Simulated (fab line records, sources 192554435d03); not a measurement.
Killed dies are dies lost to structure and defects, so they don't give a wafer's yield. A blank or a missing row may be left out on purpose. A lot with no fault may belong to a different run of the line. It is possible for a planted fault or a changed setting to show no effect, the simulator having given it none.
Matching of chambers    flow n5 finfet    N5_FIN_SAQP_ALD_61 on ald sin-01 has 4 sister chambers
The step deposits SiO2, target thk 4 nm, pulse time 1 s, purge time 2 s. 8 wafers are shown with their chamber, then 11 later ones without.

== WAFERS PAIRED WITH THEIR CHAMBERS ==
wafer   chamber  heater power w (W)  precursor pulse height rel
L090.2  0        511                 1.037
L090.4  3        444                 1.010
L091.1  0        515                 0.993
L091.4  1        454                 0.980
L092.3  1        433                 1.013
L092.5  3        429                 1.021
L092.6  2        473                 0.983
L094.2  2        463                 1.003

== WAFERS MISSING THEIR CHAMBER ==
wafer   heater power w (W)  precursor pulse height rel
L094.4  453                 0.985
L094.5  511                 1.014
L096.1  444                 0.966
L096.2  478                 0.978
L096.4  435                 1.005
L097.1  434                 1.032
L097.2  446                 0.982
L097.3  512                 0.995
L097.4  473                 0.984
L097.5  448                 1.000
L097.6  518                 0.998

== THE CHAMBER EACH PASSED THROUGH ==
wafer   from the rows above           in truth
L094.4  can't be placed: 1 or 2 or 3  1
L094.5  0                             0
L096.1  can't be placed: 1 or 3 or 2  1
L096.2  2                             2
L096.4  can't be placed: 3 or 1       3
L097.1  can't be placed: 3 or 1       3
L097.2  can't be placed: 1 or 3 or 2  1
L097.3  0                             0
L097.4  2                             2
L097.5  can't be placed: 1 or 3 or 2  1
L097.6  0                             0
5 of 11 placed correctly. Can't be placed from these rows: 6 (the true chamber is among the candidates in 6). Wrongly placed: 0.
How it was worked out, from the rows above alone: a wafer's distance from a chamber is the root of the sum, over the readings, of the square of ((its reading less the chamber's mean) divided by the reading's scatter). The wafer belongs to the nearest chamber; if the next one is less than 2 further off, it can't be placed. The mean given for a chamber averages the wafers shown for that chamber. How the scatter is found: for the shown wafers, subtract from each reading the mean of its chamber, square and add these, divide the total by (wafers less chambers), then take the root.
